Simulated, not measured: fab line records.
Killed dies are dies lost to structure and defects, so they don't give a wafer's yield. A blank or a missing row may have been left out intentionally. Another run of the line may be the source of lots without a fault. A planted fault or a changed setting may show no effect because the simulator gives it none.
A struck lot beside a sound one	flow n5_finfet	23 out of 1938 route steps
Sound: these wafers, L330.1, L330.3, L330.4. Struck: wafer L331.5 (L331.4, L331.6, from the same lot, were not struck and are left out); the cause is given at the end.
Per side, at each step with rows, come the tool, then ch with its chambers, and then its first start. Under that, the readings that differ: sound wafers	struck wafers	difference of the means	sigmas: that difference in standard deviations of wafers without a fault.
alike: readings with means less than 2 such deviations apart, plus words and numbers identical on both sides. not compared: withheld readings, readings lacking a value on some wafer, bounds such as >300 that could conceal the same value, and numbers that have no deviation in the record and whose values overlap.
The two part at a step that has a row with sigmas, a row that says differs or no value, or rows on one side only. Non-overlapping numbers with no deviation appear without sigmas and do not part them. A reading missing from all wafers of one side parts the sides only when that side holds two or more wafers.

N5_BEOL_M6_ETCH_62: etches SOC in N2/H2, target depth 110 nm, overetch 22 nm, time 165 s.
  sound on rie_diel-05 ch 0,1,3, day 9 04:47; struck on rie_diel-01 ch 0, day 9 17:47
  alike: drypump_motor_current_A, oes_product_au, rf_vpp_V, showerhead_plenum_p_Torr, throttle_valve_pct
  not compared: rf_hours_counter_h
then, 1 step without rows for these wafers: N5_BEOL_M6_STRIP_68 (strips in N2/H2).
N5_BEOL_M6_STRIP_67: strips in CF4.
  sound on rie_diel-05 ch 0,1,3, day 9 04:56; struck on rie_diel-01 ch 0, day 9 17:56
reading	sound	struck	difference	sigmas
rf_vpp_V (V)	271.0 273.1 273.5	268.2	-4.3	-2
  alike: bias_power_w, drypump_motor_current_A, oes_product_au, showerhead_plenum_p_Torr, throttle_valve_pct
  not compared: rf_hours_counter_h
N5_BEOL_M6_HM_OPEN_17: chemistry Cl2/BCl3, target TiN, target depth 20 nm, overetch 6 nm.
  sound on rie_metal-01 ch 0,1, day 9 04:59; struck on rie_metal-02 ch 1, day 9 18:01
reading	sound	struck	difference	sigmas
oes_product_au (a.u.)	0.52 0.76 0.53	0.80	+0.20	+2
throttle_valve_pct (%)	22.6 22.1 22.6	21.6	-0.8	-3
  alike: drypump_motor_current_A
  not compared: rf_hours_counter_h
then, 1 step without rows for these wafers: N5_BEOL_M6_STRIP_19 (strips in O2).
N5_BEOL_M6_CD_MEAS_18: pitch 80 nm, target cd 40 nm.
  sound on cd_sem-03, day 9 05:13; struck on cd_sem-02, day 9 18:10
  alike: cd_nm
then, 6 steps without rows for these wafers: N5_BEOL_M6_COAT_63 (time 60 s, resist thk 60 nm); N5_BEOL_M6_COAT_64 (time 60 s, resist thk 12 nm); N5_BEOL_M6_COAT_71 (time 60 s, resist thk 5 nm); N5_BEOL_M6_COAT_22 (resist thk 30 nm); N5_BEOL_M6_EBR_24; N5_BEOL_M6_SOFTBAKE_23 (time 60 s).
N5_BEOL_M6_EXPOSE_25: exposes mask V5, target cd 40 nm.
  sound on euv_scanner-02 ch 0, day 9 06:26; struck on euv_scanner-02 ch 0, day 9 19:59
  alike: mask, exposure_dose_mJ_cm2
then, 2 steps without rows for these wafers: N5_BEOL_M6_PEB_26 (peb time 60 s); N5_BEOL_M6_DEVELOP_27 (develop time 30 s).
N5_BEOL_M6_CD_MEAS_28: target cd 40 nm.
  sound on cd_sem-03 ch 0, day 9 06:34; struck on cd_sem-03 ch 0, day 9 20:06
reading	sound	struck	difference	sigmas
cd_nm (nm)	39.65 40.05 39.45	40.60	+0.88	+3
N5_BEOL_M6_OVL_MEAS_29:
  sound on overlay-01 ch 0, day 9 06:35; struck on overlay-01 ch 0, day 9 20:08
  alike: V5_OVL
N5_BEOL_M6_INSPECT_30: inspects for defects (brightfield).
  sound on defect_inspect-01, day 9 06:39; struck on defect_inspect-02, day 9 20:11
  alike: raw_defect_count
N5_BEOL_M6_DESCUM_33: chemistry O2, time 7 s.
  sound on rie_diel-02 ch 0,1,3, day 9 06:58; struck on rie_diel-02 ch 3, day 9 20:13
reading	sound	struck	difference	sigmas
model.BEOL_M6.cd_nm (nm)	39.8 40 39.8	40.6	+0.7	
  alike: bias_power_w, drypump_motor_current_A, oes_product_au, rf_vpp_V, showerhead_plenum_p_Torr, throttle_valve_pct
  not compared: rf_hours_counter_h
N5_BEOL_M6_ETCH_72: etches underlayer in N2/H2, target depth 6.5 nm, time 5.2 s.
  sound on rie_diel-02 ch 0,1,3, day 9 07:00; struck on rie_diel-02 ch 3, day 9 20:16
  alike: drypump_motor_current_A, etch_rf_on_time_s, oes_product_au, rf_vpp_V, showerhead_plenum_p_Torr, throttle_valve_pct
  not compared: rf_hours_counter_h
N5_BEOL_M6_ETCH_65: etches SiARC in CF4, target depth 15.6 nm, time 26 s.
  sound on rie_diel-02 ch 0,1,3, day 9 07:01; struck on rie_diel-02 ch 3, day 9 20:16
reading	sound	struck	difference	sigmas
model.BEOL_M6.cd_nm (nm)	39.8 40 39.8	40.4	+0.5	
  alike: drypump_motor_current_A, etch_rf_on_time_s, oes_product_au, rf_vpp_V, showerhead_plenum_p_Torr, throttle_valve_pct
  not compared: rf_hours_counter_h
N5_BEOL_M6_ETCH_66: etches SOC in N2/H2, target depth 80 nm, overetch 16 nm, time 120 s.
  sound on rie_diel-02 ch 0,1,3, day 9 07:02; struck on rie_diel-02 ch 3, day 9 20:18
  alike: drypump_motor_current_A, oes_product_au, rf_vpp_V, showerhead_plenum_p_Torr, throttle_valve_pct
  not compared: rf_hours_counter_h
-- a jump in the record: the struck wafers' starts before and after are 4 days apart (it breaks off in module BEOL_M6 and resumes in module PASSIVATION, where the first step shown is number 1936 of the route) --
N5_PASSIVATION_PROBE_49:
  sound on prober-02, day 12 22:44; struck on prober-02, day 13 09:44
  alike: defect_limited_yield, killed_at_M0_to_M3, killed_at_M4_up, killed_at_contacts, killed_at_front_end, killed_at_other, killed_dies, killed_open, killed_short, sort_bin_5_function, sort_bin_6_memory, sort_n_pass, sort_yield_pct

== WHERE THEY PART ==
At N5_BEOL_M6_STRIP_67 first; at N5_BEOL_M6_CD_MEAS_28 last (within this record only). Later steps at which nothing parts them and some readings are alike: N5_BEOL_M6_OVL_MEAS_29, N5_BEOL_M6_INSPECT_30, N5_BEOL_M6_DESCUM_33, N5_BEOL_M6_ETCH_72, N5_BEOL_M6_ETCH_65, N5_BEOL_M6_ETCH_66, N5_PASSIVATION_PROBE_49.

WHY: the cause the simulator had injected
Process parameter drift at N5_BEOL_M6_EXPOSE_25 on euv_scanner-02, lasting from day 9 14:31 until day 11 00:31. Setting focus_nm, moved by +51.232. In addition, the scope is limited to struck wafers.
